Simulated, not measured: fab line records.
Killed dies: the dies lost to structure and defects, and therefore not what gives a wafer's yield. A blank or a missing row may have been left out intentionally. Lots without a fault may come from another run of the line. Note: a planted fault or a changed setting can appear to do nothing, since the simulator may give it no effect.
Chamber matching ; flow nand_harc ; NHARC_A_BLC_ALD_23 on ald_metal-02: 4 sister chambers
The step deposits TiN, target thk 3 nm, pulse time 1 s, ald cycles 150. 8 wafers are shown with their chamber, then 10 later ones without.

EACH WAFER AND ITS CHAMBER
wafer;chamber;heater_power_w (W);precursor_pulse_height_rel
L080.4;2;918;1.005
L084.3;0;1043;0.977
L085.5;1;905;1.000
L089.2;3;1025;0.995
L089.3;1;921;0.980
L089.4;2;938;0.983
L087.2;0;1027;0.994
L087.3;3;1052;1.019

WAFERS WHOSE CHAMBER IS MISSING
wafer;heater_power_w (W);precursor_pulse_height_rel
L087.5;931;0.970
L090.2;1038;1.017
L090.3;906;0.981
L090.4;1031;0.961
L091.2;1038;1.001
L091.4;1044;0.964
L091.5;1022;1.001
L095.1;948;0.994
L095.3;1056;0.967
L095.5;907;1.000

CHAMBER TAKEN BY EACH
wafer;from the rows above;in truth
L087.5;can't be placed: 2 or 1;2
L090.2;can't be placed: 3 or 0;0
L090.3;can't be placed: 1 or 2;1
L090.4;can't be placed: 0 or 3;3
L091.2;can't be placed: 3 or 0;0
L091.4;can't be placed: 0 or 3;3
L091.5;can't be placed: 3 or 0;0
L095.1;can't be placed: 2 or 1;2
L095.3;can't be placed: 0 or 3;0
L095.5;can't be placed: 1 or 2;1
Correct placement for 0 of the 10. From these rows, 10 cannot be placed; in 10 the true chamber is one of the candidates. Wrongly placed: 0.
How it was worked out, from the rows above alone: a wafer's distance from a chamber is the root of the sum, over the readings, of the square of ((its reading less the chamber's mean) divided by the reading's scatter). The wafer belongs to the nearest chamber; if the next one is less than 2 further off, it can't be placed. A chamber's mean is the mean of its shown wafers. The scatter: take each reading less its chamber's mean, square it, sum over the shown wafers, divide by the number of wafers less the number of chambers, and take the root.
